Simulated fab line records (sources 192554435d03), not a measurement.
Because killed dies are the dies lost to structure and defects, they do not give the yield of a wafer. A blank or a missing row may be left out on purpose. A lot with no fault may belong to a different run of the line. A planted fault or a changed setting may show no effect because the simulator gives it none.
Which tool was responsible?    flow n5-finfet    11 lots with 30 wafers sampled at 5 steps, on a route of 1938 steps

WHAT THE GAUGES SHOWED, per wafer
N5_BEOL_M4_RC_MEAS_101.
lot   measured      on         DIBL_N (mV/V)   DIBL_P (mV/V)   IOFF_N (nA/um)  IOFF_P (nA/um)  ION_N (uA/um)  ION_P (uA/um)  SS_N (mV/dec)   SS_P (mV/dec)   VT_N (mV)    VT_P (mV)
L463  day 8 04:34   prober-02  36.5 33.4 36.5  37.5 33.1 38.6  0.17 0.12 0.18  0.24 0.17 0.25  679 663 687    464 456 474    71.8 70.4 72.3  73.7 72.9 74.1  250 253 248  -249 -252 -248
L464  day 8 07:59   prober-01  33.2 37.2 36.4  32.2 35.9 34.9  0.12 0.19 0.16  0.18 0.24 0.21  673 680 650    469 459 453    70.8 72.0 72.1  72.8 73.8 73.5  252 247 252  -250 -247 -248
L465  day 8 14:15   prober-02  37.4 37.7 38.5  38.2 37.8 39.6  0.21 0.21 0.21  0.25 0.24 0.27  689 677 676    473 462 464    72.0 71.7 71.7  73.7 74.5 74.2  246 246 247  -248 -248 -248
L466  day 8 17:31   prober-01  39.1 42.2       41.1 45.0       0.22 0.32       0.29 0.39       697 706        481 481        73.0 72.5       74.9 75.2       247 239      -246 -243
L468  day 9 16:17   prober-02  42.5 38.6 32.1  42.8 37.4 28.8  0.35 0.20 0.09  0.39 0.24 0.13  724 685 630    490 470 441    73.3 71.9 70.5  75.2 74.0 70.5  239 246 260  -242 -247 -256
L473  day 10 13:55  prober-01  38.7 35.9 34.5  37.5 35.9 33.4  0.18 0.15 0.12  0.22 0.21 0.16  668 667 667    449 465 455    72.1 70.9 70.5  74.2 74.0 72.8  247 247 255  -251 -250 -255
L476  day 11 16:23  prober-01  35.5 34.0       35.3 34.1       0.14 0.11       0.18 0.17       659 667        452 456        70.9 70.2       72.7 72.5       251 255      -252 -252
L477  day 11 19:07  prober-02  33.3 36.9 35.9  31.0 34.7 34.8  0.10 0.15 0.15  0.13 0.17 0.17  637 661 682    437 455 467    70.7 71.1 70.9  72.4 73.3 73.3  257 250 250  -258 -253 -253
L478  day 11 16:36  prober-02  34.4 29.6 33.6  35.0 28.2 33.9  0.13 0.07 0.12  0.22 0.13 0.20  682 629 671    480 446 471    71.5 69.8 70.3  72.7 70.5 72.4  251 260 253  -248 -255 -247
L482  day 12 18:19  prober-01  31.2 35.9 32.0  31.0 34.0 33.4  0.07 0.13 0.08  0.13 0.16 0.18  635 634 628    448 435 445    70.2 71.8 71.0  72.3 72.8 72.4  263 257 260  -256 -255 -252
L484  day 13 14:25  prober-02  33.1 36.3       36.2 39.3       0.12 0.19       0.18 0.23       654 702        457 479        71.3 72.0       72.9 74.1       253 243      -251 -248

EACH LOT AND THE TOOL THAT RAN IT (in order: tool; ch and the chambers of the sampled wafers; start)
lot   N5_BEOL_M1_PRE_CLEAN_45       N5_BEOL_M1_SPUTTER_48         N5_BEOL_M1_SPUTTER_90         N5_BEOL_M1_ANNEAL_91
L463  pvd-sputter-02, day 6 12:44   pvd-sputter-03, day 6 13:36   pvd-sputter-03, day 6 14:42   pvd-sputter-03, day 6 14:47
L464  pvd-sputter-02, day 6 16:04   pvd-sputter-01, day 6 16:44   pvd-sputter-01, day 6 17:50   pvd-sputter-01, day 6 17:55
L465  pvd-sputter-01, day 7 02:37   pvd-sputter-01, day 7 03:19   pvd-sputter-01, day 7 04:25   pvd-sputter-01, day 7 04:29
L466  pvd-sputter-02, day 7 02:55   pvd-sputter-03, day 7 03:41   pvd-sputter-03, day 7 04:47   pvd-sputter-03, day 7 04:52
L468  pvd-sputter-02, day 7 19:14   pvd-sputter-03, day 7 19:55   pvd-sputter-03, day 7 21:01   pvd-sputter-03, day 7 21:05
L473  pvd-sputter-01, day 9 03:40   pvd-sputter-02, day 9 04:29   pvd-sputter-02, day 9 05:35   pvd-sputter-02, day 9 05:40
L476  pvd-sputter-01, day 9 20:47   pvd-sputter-03, day 9 21:50   pvd-sputter-03, day 9 22:56   pvd-sputter-03, day 9 23:01
L477  pvd-sputter-02, day 10 00:37  pvd-sputter-01, day 10 02:42  pvd-sputter-01, day 10 03:48  pvd-sputter-01, day 10 03:53
L478  pvd-sputter-03, day 10 05:11  pvd-sputter-01, day 10 05:52  pvd-sputter-01, day 10 06:58  pvd-sputter-01, day 10 07:03
L482  pvd-sputter-03, day 11 09:04  pvd-sputter-02, day 11 10:01  pvd-sputter-02, day 11 11:07  pvd-sputter-02, day 11 11:12
L484  pvd-sputter-03, day 11 15:34  pvd-sputter-02, day 11 16:16  pvd-sputter-02, day 11 17:22  pvd-sputter-02, day 11 17:26
- N5_BEOL_M1_PRE_CLEAN_45: time 30 s.
- N5_BEOL_M1_SPUTTER_48: material Cu, target thk 4.5 nm, time 8.29 s.
- N5_BEOL_M1_SPUTTER_90: material Cu, target thk 4.5 nm, time 8.29 s.
- N5_BEOL_M1_ANNEAL_91: time 240 s.

AS READ BY THE TOOLS THEMSELVES (means over the sampled wafers that have a number; for cases with no such wafer, the mark the record gives instead)
N5_BEOL_M1_PRE_CLEAN_45.
lot   tool            heater-power-w (W)
L463  pvd-sputter-02  371
L464  pvd-sputter-02  345
L465  pvd-sputter-01  307
L466  pvd-sputter-02  354
L468  pvd-sputter-02  345
L473  pvd-sputter-01  326
L476  pvd-sputter-01  300
L477  pvd-sputter-02  358
L478  pvd-sputter-03  359
L482  pvd-sputter-03  353
L484  pvd-sputter-03  364

N5_BEOL_M1_SPUTTER_48.
lot   tool            chamber-pressure-pa (Pa)  chuck-sensor-temp-C (C)  substrate-temp-c (C)  throttle-valve-pct (%)
L463  pvd-sputter-03  0.07                      -15.5                    -20.08                30.5
L464  pvd-sputter-01  0.07                      -15.4                    -19.99                29.2
L465  pvd-sputter-01  0.07                      -15.2                    -19.98                29.7
L466  pvd-sputter-03  0.07                      -16.0                    -19.98                32.3
L468  pvd-sputter-03  0.07                      -16.3                    -20.03                31.6
L473  pvd-sputter-02  0.07                      -15.9                    -19.97                29.9
L476  pvd-sputter-03  0.07                      -16.1                    -20.18                32.4
L477  pvd-sputter-01  0.07                      -15.3                    -20.05                29.6
L478  pvd-sputter-01  0.07                      -15.4                    -19.97                29.6
L482  pvd-sputter-02  0.07                      -16.1                    -20.05                30.5
L484  pvd-sputter-02  0.07                      -16.0                    -20.06                29.6

N5_BEOL_M1_SPUTTER_90.
lot   tool            chamber-pressure-pa (Pa)  chuck-sensor-temp-C (C)  substrate-temp-c (C)  throttle-valve-pct (%)
L463  pvd-sputter-03  0.07017                   -15.5                    -20.07                30.4
L464  pvd-sputter-01  0.07001                   -15.2                    -20.08                29.0
L465  pvd-sputter-01  0.07011                   -15.2                    -19.98                29.8
L466  pvd-sputter-03  0.06994                   -16.2                    -19.95                32.4
L468  pvd-sputter-03  0.07009                   -16.3                    -20.01                31.3
L473  pvd-sputter-02  0.07002                   -15.8                    -19.99                29.9
L476  pvd-sputter-03  0.06997                   -16.2                    -20.05                32.2
L477  pvd-sputter-01  0.07555                   -15.4                    -19.95                28.5
L478  pvd-sputter-01  0.07553                   -15.4                    -20.00                28.6
L482  pvd-sputter-02  0.06992                   -16.1                    -20.11                30.6
L484  pvd-sputter-02  0.07000                   -15.9                    -20.08                29.5

N5_BEOL_M1_ANNEAL_91.
lot   tool            heater-power-w (W)
L463  pvd-sputter-03  901
L464  pvd-sputter-01  718
L465  pvd-sputter-01  807
L466  pvd-sputter-03  847
L468  pvd-sputter-03  897
L473  pvd-sputter-02  890
L476  pvd-sputter-03  840
L477  pvd-sputter-01  859
L478  pvd-sputter-01  857
L482  pvd-sputter-02  943
L484  pvd-sputter-02  950

THE ANSWER, worked out from the rows above alone
Rule: the usual values come from the lots themselves. The widest of any qualifying gaps counts: lots, ordered by their means at a reading, are off when they make up no more than a third of the lots, leave a main group of 4 or more, and stand apart from it by 3 or more times the standard deviation of that group's means. The tables above print the reading to a certain number of digits; a main group whose means all agree to those digits is not used. Also off: a lot with no number at a reading for which 4 or more lots have one. Where the step has rows for the other lots, those lots are counted as sound. First the gauges in route order, then the tools' own readings, where a lot's mean is used as printed above. The first step at which some lot is off is used, and at that step the reading that is off furthest; a lot without a number counts as furthest.
Off: L477, L478, at N5_BEOL_M1_SPUTTER_90 (chamber-pressure-pa). Mean 0.07003 Pa and standard deviation 7.8e-05 in the main group.
If a tool, at that step or one of the process steps before it, ran each lot that is off and ran no sound lot following the first of them, it fits. One fits: pvd-sputter-01 at N5_BEOL_M1_SPUTTER_48 and N5_BEOL_M1_SPUTTER_90. At N5_BEOL_M1_SPUTTER_48 its last sound lot is L465 (day 7 03:19), its first lot that is off L477 (day 10 02:42): a fault that began between those two fits.

WHAT HAD BEEN PUT IN BY THE SIMULATOR
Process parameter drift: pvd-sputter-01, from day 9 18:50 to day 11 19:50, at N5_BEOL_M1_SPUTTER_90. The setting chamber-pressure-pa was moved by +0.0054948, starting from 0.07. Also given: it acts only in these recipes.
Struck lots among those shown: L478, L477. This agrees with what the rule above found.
